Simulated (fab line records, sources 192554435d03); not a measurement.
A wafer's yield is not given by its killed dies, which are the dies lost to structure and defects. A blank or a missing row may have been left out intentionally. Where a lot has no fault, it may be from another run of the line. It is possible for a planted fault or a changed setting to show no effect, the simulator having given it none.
Split-lot study || flow n5-finfet || on a route of 1938 steps: 7 lots, 21 wafers read

== SPLIT DETAILS ==
At N5_GATE_CUT_ETCH_56 (etches TiN in Cl2/Ar, target depth 21.6 nm), the setting icp-w was moved away from the recipe's 600 W on 7 of the 21 wafers read, by -16.8% to +17.7%. All remaining wafers had this setting at the recipe value.

The reading comes from the split's own step.

== THE READING ==
etch.depth-nm (the simulator's own value, which no gauge read), in nm, at N5_GATE_CUT_ETCH_56 (etches TiN in Cl2/Ar, target depth 21.6 nm). The file does not state a usual value for it. The 14 wafers here that ran the recipe average 21.67 nm, standard deviation 0.37 nm.

{"wafer": "L076.1", "tool, chamber at the split": "rie-metal-02, 0", "icp-w as run, W": 658.8, "against the recipe": "+9.8%", "etch.depth-nm, nm": 23.25, "against lot-mates on the recipe": "+1.56"}
{"wafer": "L076.2", "tool, chamber at the split": "rie-metal-02, 1", "icp-w as run, W": 600, "against the recipe": "recipe", "etch.depth-nm, nm": 21.69, "against lot-mates on the recipe": "-"}
{"wafer": "L076.5", "tool, chamber at the split": "rie-metal-02, 0", "icp-w as run, W": 658.8, "against the recipe": "+9.8%", "etch.depth-nm, nm": 23.08, "against lot-mates on the recipe": "+1.39"}
{"wafer": "L080.1", "tool, chamber at the split": "rie-metal-01, 0", "icp-w as run, W": 503.6, "against the recipe": "-16.1%", "etch.depth-nm, nm": 18.41, "against lot-mates on the recipe": -2.99}
{"wafer": "L080.3", "tool, chamber at the split": "rie-metal-01, 0", "icp-w as run, W": 600, "against the recipe": "recipe", "etch.depth-nm, nm": 21.44, "against lot-mates on the recipe": "-"}
{"wafer": "L080.6", "tool, chamber at the split": "rie-metal-01, 0", "icp-w as run, W": 600, "against the recipe": "recipe", "etch.depth-nm, nm": 21.35, "against lot-mates on the recipe": "-"}
{"wafer": "L089.3", "tool, chamber at the split": "rie-metal-02, 0", "icp-w as run, W": 600, "against the recipe": "recipe", "etch.depth-nm, nm": 21.3, "against lot-mates on the recipe": "-"}
{"wafer": "L089.4", "tool, chamber at the split": "rie-metal-02, 1", "icp-w as run, W": 600, "against the recipe": "recipe", "etch.depth-nm, nm": 21.74, "against lot-mates on the recipe": "-"}
{"wafer": "L089.5", "tool, chamber at the split": "rie-metal-02, 0", "icp-w as run, W": 600, "against the recipe": "recipe", "etch.depth-nm, nm": 21.07, "against lot-mates on the recipe": "-"}
{"wafer": "L091.2", "tool, chamber at the split": "rie-metal-01, 0", "icp-w as run, W": 600, "against the recipe": "recipe", "etch.depth-nm, nm": 21.62, "against lot-mates on the recipe": "-"}
{"wafer": "L091.4", "tool, chamber at the split": "rie-metal-01, 0", "icp-w as run, W": 706.3, "against the recipe": "+17.7%", "etch.depth-nm, nm": 25.14, "against lot-mates on the recipe": "+3.52"}
{"wafer": "L091.6", "tool, chamber at the split": "rie-metal-01, 0", "icp-w as run, W": 706.3, "against the recipe": "+17.7%", "etch.depth-nm, nm": 24.65, "against lot-mates on the recipe": "+3.03"}
{"wafer": "L094.1", "tool, chamber at the split": "rie-metal-03, 0", "icp-w as run, W": 499.1, "against the recipe": "-16.8%", "etch.depth-nm, nm": 18.13, "against lot-mates on the recipe": -3.56}
{"wafer": "L094.2", "tool, chamber at the split": "rie-metal-03, 1", "icp-w as run, W": 600, "against the recipe": "recipe", "etch.depth-nm, nm": 22.02, "against lot-mates on the recipe": "-"}
{"wafer": "L094.5", "tool, chamber at the split": "rie-metal-03, 0", "icp-w as run, W": 600, "against the recipe": "recipe", "etch.depth-nm, nm": 21.36, "against lot-mates on the recipe": "-"}
{"wafer": "L095.2", "tool, chamber at the split": "rie-metal-03, 1", "icp-w as run, W": 600, "against the recipe": "recipe", "etch.depth-nm, nm": 22.24, "against lot-mates on the recipe": "-"}
{"wafer": "L095.3", "tool, chamber at the split": "rie-metal-03, 1", "icp-w as run, W": 600, "against the recipe": "recipe", "etch.depth-nm, nm": 22.14, "against lot-mates on the recipe": "-"}
{"wafer": "L095.6", "tool, chamber at the split": "rie-metal-03, 1", "icp-w as run, W": 600, "against the recipe": "recipe", "etch.depth-nm, nm": 22.35, "against lot-mates on the recipe": "-"}
{"wafer": "L096.2", "tool, chamber at the split": "rie-metal-01, 0", "icp-w as run, W": 600, "against the recipe": "recipe", "etch.depth-nm, nm": 21.56, "against lot-mates on the recipe": "-"}
{"wafer": "L096.4", "tool, chamber at the split": "rie-metal-01, 0", "icp-w as run, W": 658.6, "against the recipe": "+9.8%", "etch.depth-nm, nm": 23.32, "against lot-mates on the recipe": "+1.80"}
{"wafer": "L096.6", "tool, chamber at the split": "rie-metal-01, 0", "icp-w as run, W": 600, "against the recipe": "recipe", "etch.depth-nm, nm": 21.47, "against lot-mates on the recipe": "-"}

FIT RESULTS
A straight line over all 21 wafers: etch.depth-nm changes by +0.188 nm for each +1% of icp-w; r = +0.98; the points scatter about the line by 0.36 nm.
The same after taking each lot's own level away (the mean of its wafers on the recipe; 21 wafers): +0.187 nm for each +1%; r = +0.99; scatter 0.23 nm.
That fit puts the effect of the largest move of icp-w on the reading at 3.3 nm.
Across the lots, their own levels run from 21.370 to 22.243 nm, a range of 2.3 times the standard deviation given above.
So the lot-to-lot level changes the slope little: the two slopes agree.
Check: with one of the wafers moved furthest among these (+17.7%) left out of the fit, the line predicts +3.17 nm for it against its lot-mates. It came out at +3.52 nm against them.

== FURTHER SPLITS ON THESE WAFERS ==
These wafers also went through other splits before the reading. Each is held against what the fit with the lots' levels taken away leaves over:
{"other split on the same wafers": "N5_SD_EPI_P_COAT_34 spin-rpm", "wafers away from the commonest value": 8, "r with etch.depth-nm (lot level and that fit taken away)": "+0.11"}
{"other split on the same wafers": "N5_SDB_ETCH_17 bias-w", "wafers away from the commonest value": 4, "r with etch.depth-nm (lot level and that fit taken away)": "+0.17"}
{"other split on the same wafers": "N5_SDB_CUT_ETCH_26 icp-w", "wafers away from the commonest value": 7, "r with etch.depth-nm (lot level and that fit taken away)": -0.10}

== THE FILE'S OWN FIT ==
etch.depth-nm changes by +0.189 nm for each +1% of icp-w, r = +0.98.
